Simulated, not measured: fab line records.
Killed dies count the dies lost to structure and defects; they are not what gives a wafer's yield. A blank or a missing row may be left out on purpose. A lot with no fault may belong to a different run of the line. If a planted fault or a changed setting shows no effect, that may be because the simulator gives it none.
Matching of chambers	flow n5 finfet	N5_BEOL_M5_ETCH_75 on rie diel-03 has 4 sister chambers
The step etches underlayer in N2/H2, target depth 6.5 nm, time 5.2 s. 4 wafers are shown with their chamber, then 9 later ones without.

EACH WAFER AND ITS CHAMBER
wafer	chamber	drypump motor current A (A)
L084.4	2	5.4
L083.4	3	5.5
L090.3	0	4.7
L090.6	1	6.1

WAFERS WITHOUT THEIR CHAMBER
wafer	drypump motor current A (A)
L092.1	5.5
L092.2	6.1
L092.6	4.8
L094.1	5.4
L094.2	5.5
L094.3	4.8
L097.1	5.3
L097.2	5.5
L097.5	5.3

CHAMBER TAKEN BY EACH
wafer	from the rows above	in truth
L092.1	can't be placed: 3 or 2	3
L092.2	1	1
L092.6	0	0
L094.1	can't be placed: 2 or 3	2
L094.2	can't be placed: 3 or 2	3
L094.3	0	0
L097.1	can't be placed: 2 or 3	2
L097.2	can't be placed: 3 or 2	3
L097.5	can't be placed: 2 or 3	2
3 of 9 placed correctly. These rows do not allow placing 6 (true chamber among the candidates in 6). Number placed wrongly: 0.
How it was worked out, from the rows above alone: a wafer's distance from a chamber is the root of the sum, over the readings, of the square of ((its reading less the chamber's mean) divided by the reading's scatter). If the next closest chamber is less than 2 further off than the closest, the wafer can't be placed; otherwise it belongs to the closest. The mean given for a chamber averages the wafers shown for that chamber. The scatter: with one shown wafer a chamber, the root of the mean of the squares of how far each hidden wafer lies from its nearest shown one.
